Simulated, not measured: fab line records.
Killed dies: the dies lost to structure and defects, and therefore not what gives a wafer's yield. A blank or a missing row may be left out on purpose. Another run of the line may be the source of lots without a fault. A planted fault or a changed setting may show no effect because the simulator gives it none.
fab line records	flow n5_finfet
record lots=5	wafers=14	last_day=18
route steps=1938 shown SD_EPI_N@276 SD_EPI_P@295 PASSIVATION@1936
lots that met no fault: taken from a fault-free run of the same line
start_h: the number of hours between the record's first day and the start of the first shown wafer of the lot	wait_h: time in hours since the lot's previous step	" repeats the value in the row above	L1.1+2: a single row standing in for several wafers	- no value, or no start was given	* or withheld: withheld	< > ~ a bound
route shown NAME@n: a module of which the file shows steps, and the number in the route of the first	usual: average and standard deviation across the fault-free wafers	same: alike in all rows	chamber/n: place in a boat	sites: each site's reading	_std_site: their standard deviation	_edge_site: inner sites' mean taken away from outer sites' mean	radius_mm: how far each site lies from the wafer's centre	mask NAME#n: copy n	behind: tool/chamber where the wafer was last shaped	hold: why the lot was held/for how many hours/how that ended	device: the n, p or np transistor that did not switch	end of line: the tests these same wafers got at the end of their route	step lacking rows: just its recipe	killed: dies that structure and defects cost at the first sort, which is not the same as the wafer's yield	map: shows each die of a wafer: x if killed, . if not, _ if none is there
set.NAME: setting as actually run; set.NAME@STEP: the setting as run at that earlier step	model.NAME: the simulator's own value behind a step, which no gauge read
lots at some steps of the route; a table a step, a row a wafer
services: a tool's chamber out of use, with start hour (start_h, from the record's first day; less than 0 if before it), hours out, and reason
## steps
# step N5_SD_EPI_N_STRIP_36
# recipe chemistry=N2/H2	temp_c=40	n2_flow_sccm=200	h2_flow_sccm=200	rf_frequency_hz=6e+07
# step N5_SD_EPI_N_ETCHBACK_44
# recipe chemistry=CH3F/O2	mode=anisotropic_etchback	target=SiNx	target_depth_a=145	stop_on=SiO2	over_etch_frac=0.3	ion_energy_ev=120	pressure_mtorr=30	source_w=395	bias_w=73	Ar_flow_sccm=150	CH3F_flow_sccm=30	O2_flow_sccm=20
# usual drypump_motor_current_A=5.7/0.44	oes_product_au=0.66/0.08	rf_vpp_V=298/5.8	showerhead_plenum_p_Torr=1.98/0.043	throttle_valve_pct=16.38/0.29
lot.wafer	tool	chamber	start_h	wait_h	drypump_motor_current_A	oes_product_au	rf_hours_counter_h	rf_vpp_V	showerhead_plenum_p_Torr	throttle_valve_pct
L842.1	rie_diel-06	3	54.90	0.0	6.0	0.60	186	296	1.99	16.63
L842.2	"	0	"	"	5.8	0.70	75	292	1.95	16.03
L842.5	"	3	"	"	6.0	0.60	-	296	1.99	16.60
L848.2	rie_diel-06	1	94.97	0.0	5.7	0.60	192	301	1.98	16.47
L848.4	"	0	"	"	5.7	0.69	87	295	1.94	16.06
L848.5	"	1	"	"	5.7	0.61	-	302	1.98	16.50
L855.4	rie_diel-06	0	132.57	0.1	5.8	0.69	-	295	1.94	16.07
L855.5	"	1	"	"	5.7	0.59	-	302	1.97	16.48
L856.2	rie_diel-03	2	144.56	0.0	5.8	0.60	246	300	1.91	16.75
L856.4	"	3	"	"	5.8	0.68	90	286	2.03	16.46
L856.6	"	2	"	"	5.8	0.59	-	299	1.91	16.75
L863.2	rie_diel-06	3	183.55	0.0	6.0	0.57	233	296	1.97	16.71
L863.4	"	2	"	"	4.9	0.77	45	308	2.03	16.42
L863.6	"	2	"	"	4.9	0.77	-	310	2.03	16.43
# step N5_SD_EPI_N_ETCH_45
# recipe chemistry=CH3F/O2	target=SiOCN	target_depth_a=60	mask_material=SOC	ion_energy_ev=60	bias_w=29	pressure_mtorr=15	source_w=410	Ar_flow_sccm=150	CH3F_flow_sccm=30	O2_flow_sccm=20
# step N5_SD_EPI_N_ETCH_16
# recipe chemistry=CHF3/O2	target=SiO2	target_depth_a=50	mask_material=SOC	pressure_mtorr=30	source_w=650	bias_w=170	Ar_flow_sccm=200	CHF3_flow_sccm=50	O2_flow_sccm=5	ion_energy_ev=200
# usual drypump_motor_current_A=5.7/0.44	oes_product_au=0.78/0.1	rf_vpp_V=525/9.9	showerhead_plenum_p_Torr=2.39/0.049	throttle_valve_pct=18.93/0.29
lot.wafer	tool	chamber	start_h	wait_h	drypump_motor_current_A	oes_product_au	rf_hours_counter_h	rf_vpp_V	showerhead_plenum_p_Torr	throttle_valve_pct
L842.1	rie_diel-06	3	55.10	0.1	6.0	0.70	186	522	2.40	19.18
L842.2	"	0	"	"	5.8	0.83	75	519	2.35	18.59
L842.5	"	3	"	"	6.0	0.71	-	522	2.40	19.17
L848.2	rie_diel-06	1	95.17	0.1	5.7	0.71	192	530	2.38	19.01
L848.4	"	0	"	"	5.7	0.81	87	519	2.35	18.62
L848.5	"	1	"	"	5.8	0.72	-	531	2.38	19.02
L855.4	rie_diel-06	0	132.74	0.0	5.7	0.80	-	519	2.34	18.64
L855.5	"	1	"	"	5.8	0.71	-	531	2.38	19.03
L856.2	rie_diel-03	2	144.76	0.1	5.9	0.70	246	528	2.30	19.26
L856.4	"	3	"	"	5.8	0.80	90	500	2.43	19.00
L856.6	"	2	"	"	5.8	0.69	-	528	2.30	19.27
L863.2	rie_diel-06	3	183.75	0.1	6.0	0.66	233	522	2.38	19.26
L863.4	"	2	"	"	4.9	0.91	45	542	2.44	19.01
L863.6	"	2	"	"	4.9	0.91	-	543	2.44	18.99
# step N5_SD_EPI_N_STRIP_47
# recipe chemistry=CHF3/O2	resist=SiARC	rf_frequency_hz=6e+07
# step N5_SD_EPI_N_SD_RECESS_17
# recipe chemistry=HBr/Cl2/O2	target_depth_a=410	mask_material=SOC	time_s=23.7	bt_time_s=3	pressure_mtorr=10	icp_w=800	bias_w=112	HBr_flow_sccm=150	Cl2_flow_sccm=80	O2_flow_sccm=12
# step N5_SD_EPI_N_STRIP_38
# recipe chemistry=N2/H2	power_w=1000	temp_c=250	h2_frac=0.65	overash_fraction=0.3	pressure_mtorr=withheld	n2_flow_sccm=1750	h2_flow_sccm=3250
# step N5_SD_EPI_N_WET_ETCH_43
# recipe chemistry=dHF	dilution=withheld	time_s=14	target=SiO2	target_depth_a=15	temp_c=25
# step N5_SD_EPI_N_STRIP_18
# recipe chemistry=SPM	time_s=750	temp_c=130	h2so4_h2o2_vol_ratio=4
# step N5_SD_EPI_N_SRD_20
# recipe dry=ipa_marangoni	do_ppb=5	time_s=30	temp_c=23	rinse_liquid=diw
# step N5_SD_EPI_N_PRECLEAN_48
# recipe chemistry=NF3:NH3	afs_cycles=2	temp_c=30	time_s=20	sublimation_temp_c=180	sublimation_time_s=60	pressure_torr=3	rf_power_w=30
# step N5_SD_EPI_N_VAPOR_ETCH_50
# recipe chemistry=HCl	target=Si	temp_c=775	time_s=54	pressure_torr=20	mode=isotropic
# usual throttle_valve_pct=11.66/0.22
lot.wafer	tool	chamber	start_h	wait_h	throttle_valve_pct
L842.1	epi_rpcvd-01	0	55.98	0.3	11.79
L842.2	"	0	"	"	11.76
L842.5	"	0	"	"	12.08
L848.2	epi_rpcvd-01	0	96.20	0.4	11.85
L848.4	"	0	"	"	11.72
L848.5	"	0	"	"	11.89
L855.4	epi_rpcvd-02	0	133.84	0.3	11.54
L855.5	"	0	"	"	11.39
L856.2	epi_rpcvd-04	0	145.67	0.3	11.88
L856.4	"	0	"	"	11.87
L856.6	"	0	"	"	11.69
L863.2	epi_rpcvd-01	0	184.68	0.3	11.68
L863.4	"	0	"	"	11.79
L863.6	"	0	"	"	11.65
# step N5_SD_EPI_N_EPI_21
# recipe material=Si:P	dopant=P	temp_c=680	pressure_torr=255	time_s=690
lot.wafer	tool	chamber	start_h	wait_h	model.Si-P_of_SD_EPI_N_EPI_21.thk_nm
L842.1	epi_rpcvd-01	0	56.16	0.1	59.6
L842.2	"	0	"	"	59.2
L842.5	"	0	"	"	59.4
L848.2	epi_rpcvd-01	0	96.78	0.5	60
L848.4	"	0	"	"	59.6
L848.5	"	0	"	"	62.2
L855.4	epi_rpcvd-02	0	135.08	1.2	58.4
L855.5	"	0	"	"	58
L856.2	epi_rpcvd-04	0	146.10	0.4	59.2
L856.4	"	0	"	"	60.2
L856.6	"	0	"	"	59.6
L863.2	epi_rpcvd-01	0	185.11	0.4	59
L863.4	"	0	"	"	59.4
L863.6	"	0	"	"	58.4
# step N5_SD_EPI_N_EPI_MEAS_23
# recipe mode=xrd
# usual thk_nm=59.5/1.2
lot.wafer	tool	chamber	start_h	wait_h	thk_nm
L842.1	film_metro-02	-	57.87	1.4	59.2
L842.2	"	-	"	"	59.2
L842.5	"	-	"	"	58.8
L848.2	film_metro-02	-	98.68	1.5	60.1
L848.4	"	-	"	"	61.0
L848.5	"	-	"	"	61.8
L855.4	film_metro-02	-	136.24	0.8	59.3
L855.5	"	-	"	"	56.3
L856.2	film_metro-01	-	147.54	1.2	59.7
L856.4	"	-	"	"	61.2
L856.6	"	-	"	"	60.2
L863.2	film_metro-02	-	186.55	1.2	60.0
L863.4	"	-	"	"	59.1
L863.6	"	-	"	"	58.8
# step N5_SD_EPI_N_PRECLEAN_24
# recipe chemistry=O3/DIW	time_s=60	temp_c=22	o3_ppm=10
# step N5_SD_EPI_N_SRD_25
# recipe time_s=30	temp_c=23	rinse_liquid=diw	dry=ipa_marangoni
# step N5_SD_EPI_N_PRECLEAN_49
# recipe chemistry=NF3:NH3	afs_cycles=1	temp_c=30	time_s=20	sublimation_temp_c=180	sublimation_time_s=60	pressure_torr=3	rf_power_w=30
# step N5_SD_EPI_N_LINER_46
# recipe material=SiNx	target_thk_a=30	temp_c=400	ald_precursor_family=SiH2I2	ald_co_reactant=N2/H2-plasma	pressure_torr=2
# step N5_SD_EPI_N_INSPECT_26
# recipe inspect_instrument=darkfield	mode=post_epi
# usual raw_defect_count=205/37
lot.wafer	tool	chamber	start_h	wait_h	raw_defect_count
L842.1	defect_inspect-01	-	58.43	0.1	161
L842.2	"	-	"	"	190
L842.5	"	-	"	"	220
L848.2	defect_inspect-01	-	99.51	0.1	178
L848.4	"	-	"	"	117
L848.5	"	-	"	"	223
L855.4	defect_inspect-02	-	136.79	0.1	238
L855.5	"	-	"	"	264
L856.2	defect_inspect-02	-	148.27	0.1	200
L856.4	"	-	"	"	204
L856.6	"	-	"	"	162
L863.2	defect_inspect-01	-	187.98	0.1	171
L863.4	"	-	"	"	201
L863.6	"	-	"	"	189
# step N5_SD_EPI_P_COAT_34
# recipe resist=SOC	temp_c=250	time_s=60	spin_rpm=1500	resist_thk_nm=350
# step N5_SD_EPI_P_COAT_35
# recipe resist=SiARC	temp_c=220	time_s=60	spin_rpm=1500	resist_thk_nm=35
# step N5_SD_EPI_P_COAT_03
# recipe resist=CAR-ArF-block	spin_rpm=1500	resist_thk_nm=150
# step N5_SD_EPI_P_EBR_05
# recipe solvent=PGMEA	ebr_width_mm=1.5
# step N5_SD_EPI_P_SOFTBAKE_04
# recipe temp_c=110	time_s=60	resist=CAR-ArF-block
# step N5_SD_EPI_P_EXPOSE_06
# recipe mask_id=SD_P_BLK	na=1.35	source_shape=conventional	sigma_outer=0.8	polarization=unpolarized	target_cd_nm=240	dose_mj=39.5
# step N5_SD_EPI_P_PEB_07
# recipe peb_temp_c=110	peb_time_s=60	resist=CAR-ArF-block
# step N5_SD_EPI_P_DEVELOP_08
# recipe develop_time_s=30	developer=TMAH	resist=CAR-ArF-block	dev_temp_c=23	rinse_liquid=diw	dry=air_spin
# step N5_SD_EPI_P_CD_MEAS_09
# recipe target_cd_nm=240	landing_energy_ev=500	detector=se_inlens
# usual cd_nm=240.0/0.91
lot.wafer	tool	chamber	start_h	wait_h	cd_nm
L842.1	cd_sem-02	0	58.83	-	239.5
L842.2	"	0	"	"	239.9
L842.5	"	0	"	"	239.5
L848.2	cd_sem-03	0	99.91	-	241.3
L848.4	"	0	"	"	239.6
L848.5	"	0	"	"	240.4
L855.4	cd_sem-01	0	137.07	-	240.9
L855.5	"	0	"	"	240.1
L856.2	cd_sem-03	0	148.67	-	240.1
L856.4	"	0	"	"	240.6
L856.6	"	0	"	"	241.3
L863.2	cd_sem-03	0	188.38	-	240.5
L863.4	"	0	"	"	240.7
L863.6	"	0	"	"	239.2
# step N5_SD_EPI_P_OVL_MEAS_10
# recipe points_per_wafer=44
# usual SD_P_BLK_OVL=-0.4/0.69
lot.wafer	tool	chamber	start_h	wait_h	SD_P_BLK_OVL[nm]
L842.1	overlay-02	0	58.86	0.0	-0.8
L842.2	"	0	"	"	-0.3
L842.5	"	0	"	"	-0.7
L848.2	overlay-01	0	99.94	0.0	-0.7
L848.4	"	0	"	"	-0.3
L848.5	"	0	"	"	0.1
L855.4	overlay-01	0	137.10	0.0	0.0
L855.5	"	0	"	"	0.0
L856.2	overlay-02	0	148.70	0.0	-1.3
L856.4	"	0	"	"	-0.3
L856.6	"	0	"	"	-0.3
L863.2	overlay-02	0	188.41	0.0	-1.5
L863.4	"	0	"	"	-1.4
L863.6	"	0	"	"	-1.0
# step N5_SD_EPI_P_INSPECT_11
# recipe mode=adi	inspect_instrument=macro
# usual raw_defect_count=2.0/1.5
lot.wafer	tool	chamber	start_h	wait_h	raw_defect_count
L842.1	defect_inspect-01	-	58.88	0.0	2
L842.2	"	-	"	"	2
L842.5	"	-	"	"	4
L848.2	defect_inspect-01	-	99.96	0.0	2
L848.4	"	-	"	"	1
L848.5	"	-	"	"	0
L855.4	defect_inspect-02	-	137.12	0.0	0
L855.5	"	-	"	"	0
L856.2	defect_inspect-01	-	148.72	0.0	4
L856.4	"	-	"	"	1
L856.6	"	-	"	"	1
L863.2	defect_inspect-02	-	188.43	0.0	2
L863.4	"	-	"	"	3
L863.6	"	-	"	"	2
# step N5_SD_EPI_P_DESCUM_14
# recipe chemistry=O2	time_s=7.9	source_power_w=50	bias_power_w=20	pressure_mtorr=20	rf_frequency_hz=2.712e+07	temp_c=40	resist=CAR-ArF-block	o2_flow_sccm=225
# step N5_SD_EPI_P_ETCH_36
# recipe chemistry=CF4	target=SiARC	target_depth_a=455	mask_material=CAR-ArF-block	time_s=75.8	ion_energy_ev=80	pressure_mtorr=40	source_w=545	bias_w=36	Ar_flow_sccm=100	cf4_flow_sccm=100	ends=cleared
# step N5_SD_EPI_P_ETCH_37
# recipe chemistry=N2/H2	target=SOC	overetch_a=1080	mask_material=SiARC	temp_c=40	ion_energy_ev=100	source_w=3000	bias_w=133	pressure_mtorr=20	time_s=486	n2_flow_sccm=200	h2_flow_sccm=200	ends=end_point
# step N5_SD_EPI_P_STRIP_38
# recipe chemistry=N2/H2	temp_c=40	n2_flow_sccm=200	h2_flow_sccm=200	rf_frequency_hz=6e+07
# step N5_SD_EPI_P_ETCHBACK_46
# recipe chemistry=CH3F/O2	mode=anisotropic_etchback	target=SiNx	target_depth_a=175	stop_on=SiO2	over_etch_frac=0.3	ion_energy_ev=120	pressure_mtorr=30	source_w=395	bias_w=73	Ar_flow_sccm=150	CH3F_flow_sccm=30	O2_flow_sccm=20
# step N5_SD_EPI_P_ETCH_47
# recipe chemistry=CH3F/O2	target=SiOCN	target_depth_a=250	mask_material=SOC	ion_energy_ev=60	bias_w=29	pressure_mtorr=30	source_w=410	Ar_flow_sccm=150	CH3F_flow_sccm=30	O2_flow_sccm=20
# step N5_SD_EPI_P_ETCH_16
# recipe chemistry=CHF3/O2	target=SiO2	target_depth_a=50	mask_material=SOC	pressure_mtorr=30	source_w=650	bias_w=170	Ar_flow_sccm=200	CHF3_flow_sccm=50	O2_flow_sccm=5	ion_energy_ev=200
# step N5_SD_EPI_P_STRIP_50
# recipe chemistry=CHF3/O2	resist=SiARC	rf_frequency_hz=6e+07
# step N5_SD_EPI_P_SD_RECESS_17
# recipe chemistry=HBr/Cl2/O2	target_depth_a=391	bt_time_s=3	pressure_mtorr=10	icp_w=800	bias_w=112	HBr_flow_sccm=150	Cl2_flow_sccm=80	O2_flow_sccm=12
# usual drypump_motor_current_A=5.7/0.39	oes_product_au=0.999/0.018	throttle_valve_pct=36.98/0.28
lot.wafer	tool	chamber	start_h	wait_h	drypump_motor_current_A	oes_product_au	rf_hours_counter_h	throttle_valve_pct
L842.1	rie_si-02	0	59.60	0.0	5.3	1.013	33	36.86
L842.2	"	3	"	"	6.5	1.015	158	37.19
L842.5	"	2	"	"	6.4	1.001	-	37.14
L848.2	rie_si-02	1	100.85	0.0	5.3	1.013	51	36.88
L848.4	"	3	"	"	6.4	1.019	159	37.18
L848.5	"	2	"	"	6.4	1.005	-	37.14
L855.4	rie_si-01	2	137.87	0.1	5.7	0.982	-	36.96
L855.5	"	3	"	"	5.7	0.977	-	37.31
L856.2	rie_si-06	2	150.44	0.0	5.0	0.990	116	37.02
L856.4	"	1	"	"	5.7	0.976	5	37.53
L856.6	"	3	"	"	5.5	0.983	-	36.98
L863.2	rie_si-02	1	189.15	0.0	5.4	1.014	53	36.88
L863.4	"	2	"	"	6.4	1.005	13	37.14
L863.6	"	1	"	"	5.3	1.024	-	36.87
# step N5_SD_EPI_P_WET_ETCH_45
# recipe chemistry=dHF	dilution=withheld	time_s=10.7	target=SiO2	target_depth_a=20	temp_c=25	dry=ipa_marangoni	rinse_time_s=30	rinse_temp_c=23
# step N5_SD_EPI_P_STRIP_40
# recipe chemistry=N2/H2	power_w=1000	temp_c=250	h2_frac=0.65	overash_fraction=0.3	pressure_mtorr=withheld	n2_flow_sccm=1750	h2_flow_sccm=3250
# usual drypump_motor_current_A=5.6/0.52	heater_power_w=338/10	oes_product_au=0.760/0.011
lot.wafer	tool	chamber	start_h	wait_h	drypump_motor_current_A	heater_power_w	oes_product_au	rf_hours_counter_h
L842.1	plasma_asher-02	1	59.75	0.0	5.8	344	0.780	33
L842.2	"	0	"	"	6.2	334	0.760	33
L842.5	"	1	"	"	5.8	346	0.766	-
L848.2	plasma_asher-02	0	100.99	0.0	6.2	326	0.771	42
L848.4	"	1	"	"	5.8	351	0.756	-
L848.5	"	0	"	"	6.2	322	0.750	-
L855.4	plasma_asher-01	1	138.00	0.0	4.7	325	0.758	-
L855.5	"	1	"	"	4.7	324	0.738	-
L856.2	plasma_asher-02	1	150.58	0.0	5.8	352	0.747	52
L856.4	"	0	"	"	6.2	332	0.762	-
L856.6	"	1	"	"	5.8	346	0.755	-
L863.2	plasma_asher-02	0	189.29	0.0	6.2	330	0.751	59
L863.4	"	1	"	"	5.8	355	0.779	-
L863.6	"	1	"	"	5.8	351	0.770	-
# step N5_SD_EPI_P_PRECLEAN_52
# recipe chemistry=O3/DIW	time_s=60	temp_c=22	o3_ppm=10
# step N5_SD_EPI_P_PRECLEAN_24
# recipe chemistry=O3/DIW	time_s=45	temp_c=22	o3_ppm=10
lot.wafer	tool	chamber	start_h	wait_h	model.Si-P_of_SD_EPI_N_EPI_21.thk_nm
L842.1	wet_bench-02	0	62.57	0.0	58.8
L842.2	"	7	"	"	58.4
L842.5	"	3	"	"	58.6
L848.2	wet_bench-02	1	104.65	0.0	59.2
L848.4	"	2	"	"	58.8
L848.5	"	3	"	"	61.4
L855.4	wet_bench-02	5	140.80	0.0	57.6
L855.5	"	6	"	"	57.2
L856.2	wet_bench-06	3	154.24	0.0	58.4
L856.4	"	7	"	"	59.4
L856.6	"	0	"	"	58.8
L863.2	wet_bench-01	5	192.11	0.0	58
L863.4	"	3	"	"	58.4
L863.6	"	4	"	"	57.6
# step N5_PASSIVATION_PROBE_49
# usual killed_at_M0_to_M3=35/11	killed_at_M4_up=14/5.4	killed_at_contacts=13/6	killed_at_front_end=38/11	killed_at_other=3.4/2.6	killed_dies=104/19	killed_open=68/13	killed_short=34/8.5
# same gross_dies=1180	killed_at_back_side=0
lot.wafer	tool	chamber	start_h	wait_h	killed_at_M0_to_M3	killed_at_M4_up	killed_at_contacts	killed_at_front_end	killed_at_other	killed_dies	killed_open	killed_short
L848.2	prober-01	-	333.53	0.1	41	22	4	34	1	102	70	32
L848.4	prober-01	-	333.63	0.2	37	10	15	40	3	105	69	30
L848.5	prober-01	-	333.68	0.2	29	14	4	30	2	79	49	29
L856.6	prober-02	-	389.63	0.3	29	12	15	44	4	104	78	24
L863.2	prober-01	-	436.58	0.1	25	15	8	43	3	94	65	27
L863.4	prober-01	-	436.68	0.2	23	12	8	39	5	87	50	34
L863.6	prober-01	-	436.78	0.3	26	16	13	43	0	98	58	39
# killed by level:class
L848.2 BEOL_M4:geometric_particle:open=11 BEOL_M0_SAQP:geometric_particle:short=9 BEOL_M3:geometric_particle:open=9 FIN_SAQP:geometric_particle:short=7 BEOL_M0_SAQP:geometric_particle:open=7 BEOL_M2:geometric_particle:open=7 FIN_SAQP:geometric_particle:open=6 STI_FIN_REVEAL:geometric_particle:open=4
L848.4 MOL_CONTACT_COAG:geometric_particle:open=11 BEOL_M2:geometric_particle:open=9 BEOL_M3:geometric_particle:open=8 BEOL_M1:geometric_particle:open=7 FIN_SAQP:geometric_particle:open=5 GATE_CUT:geometric_particle:short=5 BEOL_M2:geometric_particle:short=5 BEOL_M4:geometric_particle:open=5
L848.5 BEOL_M3:geometric_particle:open=11 FIN_SAQP:geometric_particle:short=8 BEOL_M0_SAQP:geometric_particle:short=6 GATE_CUT:geometric_particle:open=5 DUMMY_GATE:geometric_particle:open=4 GATE_CUT:geometric_particle:short=4 BEOL_M0_SAQP:geometric_particle:open=4 BEOL_M2:geometric_particle:open=4
L856.6 FIN_SAQP:geometric_particle:open=14 MOL_CONTACT_COAG:geometric_particle:open=11 BEOL_M2:geometric_particle:open=8 BEOL_M3:geometric_particle:open=8 BEOL_M1:geometric_particle:open=7 STARTING-WAFER:geometric_particle:open=6 DUMMY_GATE:geometric_particle:open=4 MOL_CONTACT_COAG:geometric_particle:short=4
L863.2 FIN_SAQP:geometric_particle:open=11 BEOL_M3:geometric_particle:open=6 MOL_CONTACT_COAG:geometric_particle:open=6 BEOL_M2:geometric_particle:open=6 BEOL_M4:geometric_particle:open=6 STI_FIN_REVEAL:geometric_particle:open=5 BEOL_M1:geometric_particle:open=5 FIN_SAQP:geometric_particle:short=4
L863.4 GATE_CUT:geometric_particle:short=12 FIN_SAQP:geometric_particle:short=5 MOL_CONTACT_COAG:geometric_particle:open=5 BEOL_M0_SAQP:geometric_particle:open=5 BEOL_M3:geometric_particle:open=5 BEOL_M4:geometric_particle:open=5 STI_FIN_REVEAL:geometric_particle:open=4 GATE_CUT:geometric_particle:open=4
L863.6 STI_FIN_REVEAL:geometric_particle:open=9 FIN_SAQP:geometric_particle:short=8 MOL_CONTACT_COAG:geometric_particle:open=8 FIN_SAQP:geometric_particle:open=7 GATE_CUT:geometric_particle:short=6 BEOL_M0_SAQP:geometric_particle:short=6 MOL_CONTACT_COAG:geometric_particle:short=5 BEOL_M3:geometric_particle:open=5
## services
tool	chamber	start_h	hours	kind
rie_si-02	0	45.54	1.7	repair
rie_diel-06	0	76.12	3.5	repair
rie_si-01	2	92.28	4.2	repair
rie_si-01	0	99.71	3.0	repair
rie_diel-03	1	104.01	-	clean
rie_diel-03	1	104.01	-	consumable_replace:focus_ring
rie_diel-03	1	104.01	17.7	scheduled_down
rie_diel-03	1	104.01	17.7	vent_cycle
rie_si-06	-	116.06	28.1	pm
rie_si-01	1	119.62	22.1	repair
rie_si-01	2	121.47	5.6	repair
rie_diel-06	2	127.22	13.3	repair
rie_diel-06	1	153.08	4.2	repair
rie_diel-03	2	157.10	-	clean
rie_diel-03	2	157.10	-	consumable_replace:esc
rie_diel-03	2	157.10	-	consumable_replace:focus_ring
rie_diel-03	2	157.10	-	consumable_replace:showerhead
rie_diel-03	2	157.10	28.5	scheduled_down
rie_diel-03	2	157.10	28.5	vent_cycle
plasma_asher-02	-	184.19	3.2	repair
## key
first_sign none at tools or gauges
model_effect step=N5_SD_EPI_N_EPI_21	value=Si-P_of_SD_EPI_N_EPI_21.thk_nm	without=59	struck=62.2
model_effect step=N5_SD_EPI_P_PRECLEAN_24	value=Si-P_of_SD_EPI_N_EPI_21.thk_nm	without=58.2	struck=61.4
met_at N5_SD_EPI_N_EPI_21
struck_wafers L848.5
tester_left_out L848
onset_between 56.16 96.78
fault kind=process_parameter_drift	tool=epi_rpcvd-01	chamber=-	onset_h=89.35	steps=N5_SD_EPI_N_EPI_21	channel=time_s	offset=*	shape=step	end_h=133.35	scope=struck_wafers_only	acts_in=*	stated=*
# tester_left_out: of these lots the tester's yield and bins aren't shown, on N5 and GAA mostly nor the transistor test; their killed dies are dies lost to structure and defects alone, not to doping, threshold or leakage, so they don't give the yield
